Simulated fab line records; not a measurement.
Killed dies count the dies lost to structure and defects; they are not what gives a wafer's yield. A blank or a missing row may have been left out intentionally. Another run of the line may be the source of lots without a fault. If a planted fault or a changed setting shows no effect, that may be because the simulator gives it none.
Matching of chambers :: flow n5 finfet :: N5_BEOL_M3_ALD_98 on ald sin-03: 4 sister chambers
The step deposits SiO2, target thk 2.5 nm, pulse time 1 s, co reactant pulse time 1 s. 18 wafers are shown with their chamber, then 9 later ones without.

WAFERS, EACH WITH ITS CHAMBER
wafer: L074.3
chamber: 2
heater power w (W): 74
precursor pulse height rel: 0.956

wafer: L074.4
chamber: 0
heater power w (W): 79
precursor pulse height rel: 1.001

wafer: L074.5
chamber: 2
heater power w (W): 74
precursor pulse height rel: 1.022

wafer: L083.1
chamber: 3
heater power w (W): 87
precursor pulse height rel: 0.993

wafer: L083.2
chamber: 2
heater power w (W): 73
precursor pulse height rel: 0.995

wafer: L083.3
chamber: 0
heater power w (W): 78
precursor pulse height rel: 1.020

wafer: L083.4
chamber: 1
heater power w (W): 65
precursor pulse height rel: 0.999

wafer: L083.5
chamber: 3
heater power w (W): 89
precursor pulse height rel: 1.006

wafer: L083.6
chamber: 0
heater power w (W): 78
precursor pulse height rel: 0.972

wafer: L085.2
chamber: 2
heater power w (W): 72
precursor pulse height rel: 1.003

wafer: L085.3
chamber: 1
heater power w (W): 66
precursor pulse height rel: 1.024

wafer: L085.6
chamber: 0
heater power w (W): 78
precursor pulse height rel: 0.978

wafer: L086.1
chamber: 1
heater power w (W): 65
precursor pulse height rel: 0.999

wafer: L086.3
chamber: 3
heater power w (W): 84
precursor pulse height rel: 0.984

wafer: L086.4
chamber: 2
heater power w (W): 71
precursor pulse height rel: 0.979

wafer: L087.1
chamber: 1
heater power w (W): 66
precursor pulse height rel: 0.987

wafer: L087.2
chamber: 3
heater power w (W): 86
precursor pulse height rel: 1.006

wafer: L087.3
chamber: 2
heater power w (W): 72
precursor pulse height rel: 0.997

SIGNATURES (means of the wafers above)
reading: heater power w
chamber 0: 78.25
chamber 1: 65.50
chamber 2: 72.67
chamber 3: 86.50
scatter within a chamber: 1.26

reading: precursor pulse height rel
chamber 0: 0.99275
chamber 1: 1.00225
chamber 2: 0.99200
chamber 3: 0.99725
scatter within a chamber: 0.019
Rule: for each reading, subtract the chamber's mean from the wafer's reading, divide by that reading's scatter and square the result; add these up over the readings and take the root, which gives the wafer's distance from the chamber. If the next closest chamber is less than 2 further off than the closest, the wafer can't be placed; otherwise it belongs to the closest. The scatter: take each reading less its chamber's mean, square it, sum over the shown wafers, divide by the number of wafers less the number of chambers, and take the root.

WAFERS MISSING THEIR CHAMBER
wafer: L087.4
heater power w (W): 78
precursor pulse height rel: 0.985

wafer: L087.5
heater power w (W): 88
precursor pulse height rel: 0.952

wafer: L087.6
heater power w (W): 73
precursor pulse height rel: 0.984

wafer: L089.2
heater power w (W): 87
precursor pulse height rel: 0.995

wafer: L089.5
heater power w (W): 73
precursor pulse height rel: 0.965

wafer: L089.6
heater power w (W): 86
precursor pulse height rel: 0.962

wafer: L095.1
heater power w (W): 68
precursor pulse height rel: 1.007

wafer: L095.2
heater power w (W): 73
precursor pulse height rel: 0.995

wafer: L095.4
heater power w (W): 88
precursor pulse height rel: 0.939

WHICH CHAMBER EACH ONE RAN IN
wafer: L087.4
from the rows above: 0
in truth: 0

wafer: L087.5
from the rows above: 3
in truth: 3

wafer: L087.6
from the rows above: 2
in truth: 2

wafer: L089.2
from the rows above: 3
in truth: 3

wafer: L089.5
from the rows above: 2
in truth: 2

wafer: L089.6
from the rows above: 3
in truth: 3

wafer: L095.1
from the rows above: can't be placed: 1 or 2
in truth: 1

wafer: L095.2
from the rows above: 2
in truth: 2

wafer: L095.4
from the rows above: 3
in truth: 3
Correct placement for 8 of the 9. Not placeable from these rows: 1 (in 1, the candidates include the true chamber). Wrongly placed: 0.
